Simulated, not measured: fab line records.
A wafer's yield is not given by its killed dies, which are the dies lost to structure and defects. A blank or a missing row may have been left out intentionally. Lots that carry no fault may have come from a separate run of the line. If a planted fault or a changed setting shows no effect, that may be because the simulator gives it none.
Which of the tools did it? | flow nand-harc | 10 lots, 30 wafers sampled, at 3 steps of a route of 1159

## WHAT THE GAUGES READ, wafer by wafer
NHARC_A_BONDPAD_THK_MEAS_20: measures by xrf.
lot  | measured     | on            | thk-nm (nm)
L411 | day 18 04:19 | film-metro-02 | 168.9 171.4 169.3
L412 | day 18 14:31 | film-metro-01 | 170.0 169.0 167.6
L413 | day 18 15:02 | film-metro-01 | 170.8 169.8 171.1
L414 | day 18 19:59 | film-metro-02 | 171.8 169.7 169.2
L415 | day 18 09:54 | film-metro-02 | 172.0 168.8 168.1
L417 | day 18 15:49 | film-metro-02 | 171.9 169.5 169.4
L416 | day 18 18:35 | film-metro-01 | 169.7 168.8 171.8
L429 | day 22 19:13 | film-metro-01 | 171.8 167.7 171.0
L431 | day 22 22:43 | film-metro-02 | 173.3 171.3 171.9
L430 | day 23 02:41 | film-metro-01 | 171.1 170.4 171.0

## WHICH TOOL RAN EACH LOT (tool, then ch and the chambers of the sampled wafers, then the start)
lot  | NHARC_P_CONTACT_PRE_CLEAN_39 | NHARC_A_BONDPAD_ANNEAL_28
L411 | pvd-sputter-03, day 5 19:26  | rtp-anneal-01 ch 0, day 18 03:40
L412 | pvd-sputter-02, day 6 02:13  | rtp-anneal-02 ch 0, day 18 13:56
L413 | pvd-sputter-01, day 6 02:35  | rtp-anneal-02 ch 0, day 18 14:24
L414 | pvd-sputter-01, day 6 16:53  | rtp-anneal-02 ch 0, day 18 19:22
L415 | pvd-sputter-03, day 6 17:41  | rtp-anneal-02 ch 0, day 18 09:13
L417 | pvd-sputter-01, day 6 23:29  | rtp-anneal-02 ch 0, day 18 15:08
L416 | pvd-sputter-03, day 6 23:47  | rtp-anneal-01 ch 0, day 18 17:53
L429 | pvd-sputter-02, day 9 17:46  | rtp-anneal-02 ch 0, day 22 18:32
L431 | pvd-sputter-01, day 10 08:17 | rtp-anneal-02 ch 0, day 22 22:02
L430 | pvd-sputter-03, day 10 09:28 | rtp-anneal-02 ch 0, day 23 02:01
- NHARC_P_CONTACT_PRE_CLEAN_39: time 19.5 s.
- NHARC_A_BONDPAD_ANNEAL_28: time 90 s.

## THE ANSWER, worked out from the rows above alone
Rule: the lots themselves supply what counts as usual. The widest of any qualifying gaps counts: lots, ordered by their means at a reading, are off when they make up no more than a third of the lots, leave a main group of 4 or more, and stand apart from it by 3 or more times the standard deviation of that group's means. If all means in a main group match to the digits the tables above print for the reading, that group is not used. Also off: a lot with no number at a reading for which 4 or more lots have one. Where the step has rows for the other lots, those lots are counted as sound.
Across all readings shown, no lot is off: no conclusion can be drawn from this.

## WHAT HAD BEEN PUT IN BY THE SIMULATOR
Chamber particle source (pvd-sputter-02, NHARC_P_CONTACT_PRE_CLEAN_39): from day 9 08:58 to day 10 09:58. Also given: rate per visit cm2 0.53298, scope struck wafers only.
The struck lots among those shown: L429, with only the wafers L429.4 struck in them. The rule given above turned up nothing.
